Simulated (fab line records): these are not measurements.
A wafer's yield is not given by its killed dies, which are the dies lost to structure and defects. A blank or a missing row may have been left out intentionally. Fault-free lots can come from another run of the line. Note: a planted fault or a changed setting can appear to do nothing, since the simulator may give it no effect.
Which tool did it? :: flow n5Finfet :: 9 lots with 27 wafers sampled at 3 steps, on a route of 1938 steps

== WHAT THE GAUGES READ, wafer by wafer ==
N5_BEOL_M4_RC_MEAS_101.
lot: L235
measured: day 8 05:05
on: prober-02
DIBL_N (mV/V): 36.7 34.9 36.6

lot: L240
measured: day 9 14:26
on: prober-02
DIBL_N (mV/V): 36.2 36.6 36.2

lot: L241
measured: day 9 19:16
on: prober-02
DIBL_N (mV/V): 35.4 36.5 36.2

lot: L244
measured: day 10 21:08
on: prober-02
DIBL_N (mV/V): 45.7 46.5 45.8

lot: L245
measured: day 11 07:20
on: prober-01
DIBL_N (mV/V): 43.4 44.3 44.9

lot: L246
measured: day 11 11:57
on: prober-01
DIBL_N (mV/V): 36.6 36.8 36.1

lot: L251
measured: day 12 17:07
on: prober-02
DIBL_N (mV/V): 37.5 35.4 35.9

lot: L253
measured: day 13 01:10
on: prober-01
DIBL_N (mV/V): 35.8 36.5 35.6

lot: L254
measured: day 13 13:49
on: prober-02
DIBL_N (mV/V): 37.8 35.6 33.4

== WHICH TOOL RAN EACH LOT (tool, then ch and the chambers of the sampled wafers, then the start) ==
lot: L235
N5_SD_EPI_N_ETCH_34: rieDiel-06 ch 0,3, day 3 19:23
N5_SD_EPI_N_VAPOR_ETCH_50: epiRpcvd-02 ch 0, day 3 20:52

lot: L240
N5_SD_EPI_N_ETCH_34: rieDiel-06 ch 0,1,3, day 5 01:29
N5_SD_EPI_N_VAPOR_ETCH_50: epiRpcvd-02 ch 0, day 5 02:57

lot: L241
N5_SD_EPI_N_ETCH_34: rieDiel-06 ch 0,1,3, day 5 05:37
N5_SD_EPI_N_VAPOR_ETCH_50: epiRpcvd-02 ch 0, day 5 07:05

lot: L244
N5_SD_EPI_N_ETCH_34: rieDiel-04 ch 0,2, day 6 02:44
N5_SD_EPI_N_VAPOR_ETCH_50: epiRpcvd-02 ch 0, day 6 04:13

lot: L245
N5_SD_EPI_N_ETCH_34: rieDiel-06 ch 0,1,3, day 6 07:34
N5_SD_EPI_N_VAPOR_ETCH_50: epiRpcvd-02 ch 0, day 6 09:03

lot: L246
N5_SD_EPI_N_ETCH_34: rieDiel-02 ch 1,3, day 6 15:31
N5_SD_EPI_N_VAPOR_ETCH_50: epiRpcvd-01 ch 0, day 6 17:14

lot: L251
N5_SD_EPI_N_ETCH_34: rieDiel-02 ch 2,3, day 7 18:48
N5_SD_EPI_N_VAPOR_ETCH_50: epiRpcvd-01 ch 0, day 7 20:17

lot: L253
N5_SD_EPI_N_ETCH_34: rieDiel-04 ch 0,1,2, day 8 06:50
N5_SD_EPI_N_VAPOR_ETCH_50: epiRpcvd-03 ch 0, day 8 08:18

lot: L254
N5_SD_EPI_N_ETCH_34: rieDiel-06 ch 0,2, day 8 15:15
N5_SD_EPI_N_VAPOR_ETCH_50: epiRpcvd-01 ch 0, day 8 16:44
- N5_SD_EPI_N_ETCH_34: etches SiARC in CF4, target depth 45.5 nm, time 75.8 s.
- N5_SD_EPI_N_VAPOR_ETCH_50: etches Si in HCl, time 54 s.

== THE ANSWER, worked out from the rows above alone ==
Rule: the usual values come from the lots themselves. Put in order of their means at a reading, lots are off if they are a third of the lots or fewer, leave a main group of 4 or more, and stand apart from it by a gap of 3 or more times the standard deviation of the main group's means; of several such gaps the widest counts. A main group whose means are all the same, to the digits that the tables above print for the reading, isn't used. Also off: a lot with no number at a reading for which 4 or more lots have one. All remaining lots with rows at the step are treated as sound.
Off: L244, L245, at N5_BEOL_M4_RC_MEAS_101 (DIBL_N). The main group: mean 36.1 mV/V, standard deviation 0.27.
If a tool, at a process step before that reading, ran all the lots that are off and no sound lot after the first of them, it fits. Those tools and the gauges at N5_BEOL_M4_RC_MEAS_101 are tried in the same way. One candidate fits, namely epiRpcvd-02 at N5_SD_EPI_N_VAPOR_ETCH_50. A fault onset in the window from L241 (day 5 07:05, its last sound lot) to L244 (day 6 04:13, its first lot off) fits.

== WHAT THE SIMULATOR HAD PUT IN ==
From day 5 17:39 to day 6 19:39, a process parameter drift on epiRpcvd-02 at N5_SD_EPI_N_VAPOR_ETCH_50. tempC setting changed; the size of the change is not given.
Shown lots that were struck: L244, L245. The rule given above showed the same thing.
